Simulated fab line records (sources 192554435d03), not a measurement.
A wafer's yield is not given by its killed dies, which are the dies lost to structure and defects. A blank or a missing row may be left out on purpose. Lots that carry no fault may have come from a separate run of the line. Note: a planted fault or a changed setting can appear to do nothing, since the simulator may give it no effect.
fab line records ; flow n5_finfet ; part 2 of 2: steps 5 to 6 of 6
[record] lots = 21; wafers = 63; last_day = 19
route steps=1938 shown ZERO_LAYER@13 PMOS_HMC_CHANNEL_EPI@70 FIN_SAQP@98
lots that met no fault: taken from a fault-free run of the same line
start_h: start of the lot's first displayed wafer, in hours after the record's first day ; wait_h: hours elapsed since this lot's preceding step ; " repeats the value in the row above ; L1.1+2: one row covering several wafers at once ; - no value present, or no start provided ; * or withheld: withheld ; < > ~ a bound
route shown NAME@n: NAME is a module with steps in the file, n the number in the route of the first one ; usual: mean/standard deviation taken from wafers without a fault ; same: alike in all rows ; chamber/n: place in a boat ; sites: each site's reading ; _std_site: their standard deviation ; _edge_site: inner sites' mean taken away from outer sites' mean ; radius_mm: for every site, how far away it sits from the centre of the wafer ; mask NAME#n: copy n ; behind: the tool/chamber that last shaped the wafer ; hold: the reason the lot was held/the length of the hold in hours/how it ended ; device: the n, p or np transistor that did not switch ; end of line: tests of these same wafers at the route's end ; where a step has no rows: the recipe by itself ; killed: count of dies lost to structure and defects at first sort (not the wafer's yield) ; map: a wafer's dies, x killed, . not, _ none there
set.NAME: the run value of the setting; set.NAME@STEP: its run value at that earlier step ; model.NAME: the simulator's own value behind a step, which no gauge read
route steps across a sampled set of lots; one table per step, one row per wafer
services: from which hour (start_h, from the record's first day; less than 0 if before it) a tool's chamber was out of use, for how many hours, and why
[[steps]]
[step N5_PMOS_HMC_CHANNEL_EPI_ETCH_38]
[recipe] chemistry = CF4; target = SiO2; target_depth_a = 15; ion_energy_ev = 350; pressure_mtorr = 10; icp_w = 800; bias_w = 400; cf4_flow_sccm = 80
[usual] drypump_motor_current_A = 5.6/0.45; he_backside_leak_sccm = 2.9/0.5; oes_product_au = 1.001/0.015; throttle_valve_pct = 21.70/0.23
lot.wafer;tool;chamber;start_h;wait_h;drypump_motor_current_A;he_backside_leak_sccm;oes_product_au;rf_hours_counter_h;throttle_valve_pct
L074.1;rie_si-04;2;17.95;0.0;5.4;2.3;1.016;30;21.49
L074.2;rie_si-04;3;17.95;0.0;5.3;2.8;0.984;33;21.70
L074.6;rie_si-04;2;17.95;0.0;5.4;4.3;1.014;-;21.50
L075.2;rie_si-03;2;24.11;0.0;6.2;3.7;0.969;166;21.43
L075.3;rie_si-03;0;24.11;0.0;5.3;2.8;1.008;101;22.02
L075.5;rie_si-03;2;24.11;0.0;6.2;3.8;0.977;-;21.44
L076.1;rie_si-02;1;29.96;0.0;6.5;3.5;1.006;133;21.80
L076.4;rie_si-02;0;29.96;0.0;5.2;3.0;0.978;32;21.99
L076.5;rie_si-02;0;29.96;0.0;5.2;3.1;0.979;-;21.97
L077.2;rie_si-03;0;35.78;0.0;5.3;2.7;1.012;101;22.03
L077.3;rie_si-03;1;35.78;0.0;5.7;2.8;1.023;192;21.44
L077.4;rie_si-03;2;35.78;0.0;6.2;3.7;0.980;166;21.43
L078.2;rie_si-02;3;42.34;0.0;6.2;2.6;1.012;108;21.88
L078.5;rie_si-02;2;42.34;0.0;6.0;2.7;0.982;-;21.82
L078.6;rie_si-02;1;42.34;0.0;6.4;3.4;1.006;-;21.81
L079.1;rie_si-02;0;47.57;0.0;5.2;3.2;0.983;32;21.97
L079.3;rie_si-02;2;47.57;0.0;6.0;2.7;0.986;163;21.82
L079.5;rie_si-02;3;47.57;0.0;6.2;2.5;1.004;-;21.86
L080.4;rie_si-03;3;54.01;0.0;4.9;2.7;1.004;63;21.31
L080.5;rie_si-03;3;54.01;0.0;4.9;2.8;1.004;-;21.33
L080.6;rie_si-03;0;54.01;0.0;5.3;2.7;1.005;-;22.04
L081.2;rie_si-03;2;60.05;0.0;6.2;3.7;0.980;166;21.47
L081.3;rie_si-03;3;60.05;0.0;4.9;3.0;1.010;63;21.33
L081.4;rie_si-03;1;60.05;0.0;5.7;2.9;1.018;192;21.43
L082.2;rie_si-04;1;65.94;0.0;6.1;2.4;1.006;1;21.98
L082.3;rie_si-04;0;65.94;0.0;5.6;3.2;1.012;184;21.68
L082.5;rie_si-04;3;65.94;0.0;5.2;2.8;0.987;-;21.72
L083.2;rie_si-02;2;71.52;0.0;6.0;2.7;0.971;163;21.81
L083.3;rie_si-02;3;71.52;0.0;6.2;2.4;1.006;108;21.88
L083.5;rie_si-02;3;71.52;0.0;6.2;2.5;1.006;-;21.87
L084.3;rie_si-04;1;78.16;0.0;6.1;2.2;1.014;1;21.98
L084.4;rie_si-04;3;78.16;0.0;5.2;2.8;1.000;34;21.69
L084.5;rie_si-04;0;78.16;0.0;5.6;3.2;1.019;-;21.70
L085.1;rie_si-04;2;84.10;0.0;5.4;2.3;1.006;31;21.51
L085.2;rie_si-04;0;84.10;0.0;5.6;3.3;1.009;184;21.69
L085.5;rie_si-04;0;84.10;0.0;5.6;3.2;1.018;-;21.69
L086.1;rie_si-02;3;90.19;0.0;6.2;2.6;1.007;109;21.87
L086.3;rie_si-02;1;90.19;0.0;6.5;3.3;0.988;134;21.80
L086.4;rie_si-02;2;90.19;0.0;6.0;2.4;0.978;164;21.82
L089.1;rie_si-04;0;108.00;0.0;5.6;3.2;1.004;185;21.69
L089.3;rie_si-04;2;108.00;0.0;5.4;2.3;1.001;31;21.49
L089.5;rie_si-04;3;108.00;0.0;5.2;2.8;0.984;-;21.67
L090.1;rie_si-03;0;113.89;0.0;5.3;2.7;1.016;103;22.03
L090.2;rie_si-03;2;113.89;0.0;6.2;6.4;0.985;167;21.45
L090.3;rie_si-03;1;113.89;0.0;5.7;2.9;1.026;193;21.43
L091.3;rie_si-04;3;120.75;0.0;5.2;2.8;0.985;35;21.68
L091.4;rie_si-04;1;120.75;0.0;6.1;2.2;1.001;2;21.99
L091.5;rie_si-04;0;120.75;0.0;5.6;3.2;1.015;-;21.69
L092.1;rie_si-03;1;127.04;0.0;5.7;2.8;1.029;193;21.42
L092.3;rie_si-03;2;127.04;0.0;6.2;3.5;0.983;167;21.45
L092.4;rie_si-03;0;127.04;0.0;5.3;2.7;0.999;103;22.01
L093.1;rie_si-04;1;132.06;0.0;6.1;2.3;1.006;2;21.99
L093.4;rie_si-04;0;132.06;0.0;5.6;3.1;1.014;185;21.70
L093.5;rie_si-04;1;132.06;0.0;6.1;2.2;1.004;-;21.99
L094.3;rie_si-03;3;138.21;0.0;4.9;2.9;1.011;64;21.33
L094.4;rie_si-03;2;138.21;0.0;6.2;3.5;0.985;168;21.43
L094.6;rie_si-03;1;138.21;0.0;5.7;2.9;1.031;-;21.41
L095.2;rie_si-04;1;145.04;0.0;6.1;2.4;1.015;2;22.01
L095.3;rie_si-04;3;145.04;0.0;5.2;3.0;0.987;35;21.70
L095.5;rie_si-04;3;145.04;0.0;5.2;2.8;0.988;-;21.70
L097.3;rie_si-02;2;155.73;0.0;6.0;2.7;0.981;165;21.80
L097.5;rie_si-02;0;155.73;0.0;5.2;3.2;0.977;-;21.98
L097.6;rie_si-02;3;155.73;0.0;6.2;2.6;1.000;-;21.87
[step N5_FIN_SAQP_PECVD_47]
[recipe] material = a-Si; target_thk_a = 450; temp_c = 400; precursor = SiH4/He; pressure_torr = 3; rf_w = 100; time_s = 36.3
[usual] chamber_pressure_Torr = 3.001/0.0065; heater_power_w = 892/95; showerhead_plenum_p_Torr = 5.64/0.074; throttle_valve_pct = 18.4/1.1
lot.wafer;tool;chamber;start_h;wait_h;chamber_pressure_Torr;heater_power_w;showerhead_plenum_p_Torr;throttle_valve_pct
L074.1;pecvd-04;2;20.92;0.0;3.001;930;5.63;17.3
L074.2;pecvd-04;0;20.92;0.0;2.992;826;5.67;18.2
L074.6;pecvd-04;2;20.92;0.0;3.000;933;5.64;17.6
L075.2;pecvd-01;1;27.60;0.0;3.008;1018;5.74;18.6
L075.3;pecvd-01;0;27.60;0.0;3.008;740;5.48;19.7
L075.5;pecvd-01;0;27.60;0.0;2.998;745;5.48;19.8
L076.1;pecvd-01;2;33.42;0.0;2.996;982;5.60;17.0
L076.4;pecvd-01;2;33.42;0.0;3.007;984;5.59;17.0
L076.5;pecvd-01;0;33.42;0.0;3.000;812;5.49;19.8
L077.2;pecvd-01;2;39.47;0.0;3.003;966;5.59;16.5
L077.3;pecvd-01;0;39.47;0.0;3.002;843;5.50;19.8
L077.4;pecvd-01;1;39.47;0.0;2.999;972;5.75;18.6
L078.2;pecvd-01;1;45.58;0.0;2.999;986;5.73;18.4
L078.5;pecvd-01;0;45.58;0.0;3.005;835;5.50;19.8
L078.6;pecvd-01;1;45.58;0.0;3.008;1019;5.73;18.7
L079.1;pecvd-04;2;52.17;0.0;3.008;886;5.63;15.8
L079.3;pecvd-04;0;52.17;0.0;3.005;745;5.66;18.2
L079.5;pecvd-04;0;52.17;0.0;2.996;742;5.68;17.9
L080.4;pecvd-04;2;57.00;0.1;2.996;922;5.62;15.9
L080.5;pecvd-04;1;57.00;0.1;3.004;770;5.58;18.9
L080.6;pecvd-04;0;57.00;0.1;3.000;721;5.67;17.7
L081.2;pecvd-03;0;64.00;0.0;2.991;727;5.70;18.3
L081.3;pecvd-03;1;64.00;0.0;2.997;918;5.71;19.1
L081.4;pecvd-03;1;64.00;0.0;2.998;910;5.71;19.2
L082.2;pecvd-03;2;69.47;0.0;3.000;1006;5.68;18.4
L082.3;pecvd-03;1;69.47;0.0;3.001;1023;5.68;18.9
L082.5;pecvd-03;1;69.47;0.0;2.989;1012;5.69;19.1
L083.2;pecvd-01;2;75.66;0.0;2.992;952;5.60;16.6
L083.3;pecvd-01;2;75.66;0.0;2.990;945;5.60;16.8
L083.5;pecvd-01;2;75.66;0.0;2.993;956;5.60;16.7
L084.3;pecvd-03;0;83.09;0.0;2.996;772;5.68;18.3
L084.4;pecvd-03;0;83.09;0.0;3.001;785;5.69;18.2
L084.5;pecvd-03;1;83.09;0.0;3.005;992;5.69;19.2
L085.1;pecvd-01;1;88.26;0.0;2.986;1055;5.74;18.7
L085.2;pecvd-01;2;88.26;0.0;3.014;864;5.60;16.4
L085.5;pecvd-01;0;88.26;0.0;3.007;748;5.48;19.9
L086.1;pecvd-04;0;93.70;0.0;2.998;740;5.67;17.6
L086.3;pecvd-04;1;93.70;0.0;3.008;824;5.59;19.0
L086.4;pecvd-04;0;93.70;0.0;3.009;742;5.67;18.4
L089.1;pecvd-03;2;112.38;0.0;2.996;966;5.67;18.1
L089.3;pecvd-03;1;112.38;0.0;2.999;971;5.70;18.7
L089.5;pecvd-03;2;112.38;0.0;3.003;968;5.68;18.3
L090.1;pecvd-03;0;118.19;0.0;3.005;724;5.68;18.1
L090.2;pecvd-03;1;118.19;0.0;2.992;962;5.70;19.0
L090.3;pecvd-03;2;118.19;0.0;2.995;1001;5.68;18.5
L091.3;pecvd-01;1;123.99;0.0;3.009;999;5.75;18.4
L091.4;pecvd-01;2;123.99;0.0;2.997;982;5.60;16.9
L091.5;pecvd-01;0;123.99;0.0;3.006;718;5.50;20.2
L092.1;pecvd-03;1;132.75;0.0;2.999;983;5.69;18.9
L092.3;pecvd-03;2;132.75;0.0;3.002;913;5.68;18.7
L092.4;pecvd-03;1;132.75;0.0;2.998;1017;5.71;19.1
L093.1;pecvd-03;0;135.27;0.0;2.983;871;5.68;18.4
L093.4;pecvd-03;2;135.27;0.0;2.996;841;5.67;18.2
L093.5;pecvd-03;0;135.27;0.0;2.995;852;5.68;18.4
L094.3;pecvd-01;0;141.57;0.0;2.988;820;5.49;20.0
L094.4;pecvd-01;0;141.57;0.0;2.992;805;5.49;20.1
L094.6;pecvd-01;1;141.57;0.0;2.990;964;5.72;18.6
L095.2;pecvd-03;0;148.26;0.0;3.014;801;5.69;18.3
L095.3;pecvd-03;2;148.26;0.0;3.008;965;5.67;18.7
L095.5;pecvd-03;2;148.26;0.0;3.016;984;5.67;18.5
L097.3;pecvd-03;2;158.97;0.0;2.996;942;5.67;18.6
L097.5;pecvd-03;2;158.97;0.0;2.999;974;5.68;18.6
L097.6;pecvd-03;0;158.97;0.0;3.001;759;5.70;18.2
[[services]]
tool;chamber;start_h;hours;kind
rie_si-03;0;-10.67;3.9;repair
rie_si-02;2;-10.34;6.7;repair
rie_diel-03;1;15.32;10.0;repair
rie_diel-06;3;29.28;-;clean
rie_diel-06;3;29.28;-;consumable_replace:focus_ring
rie_diel-06;3;29.28;-;consumable_replace:showerhead
rie_diel-06;3;29.28;20.4;scheduled_down
rie_diel-06;3;29.28;20.4;vent_cycle
rie_diel-03;0;33.72;4.2;repair
rie_diel-06;1;40.80;2.8;repair
rie_si-02;1;47.38;18.5;repair
rie_diel-06;0;60.37;12.3;repair
rie_diel-06;0;72.68;-;clean
rie_diel-06;0;72.68;-;consumable_replace:focus_ring
rie_diel-06;0;72.68;19.8;scheduled_down
pecvd-03;-;78.88;0.6;repair
rie_diel-06;1;87.89;3.7;repair
rie_diel-03;1;98.65;2.6;repair
rie_si-02;3;98.89;5.2;repair
pecvd-01;1;108.27;7.0;repair
rie_diel-03;1;111.75;7.1;repair
rie_diel-03;0;112.81;4.5;repair
pecvd-01;2;149.07;13.8;repair
pecvd-04;-;158.12;1.4;repair
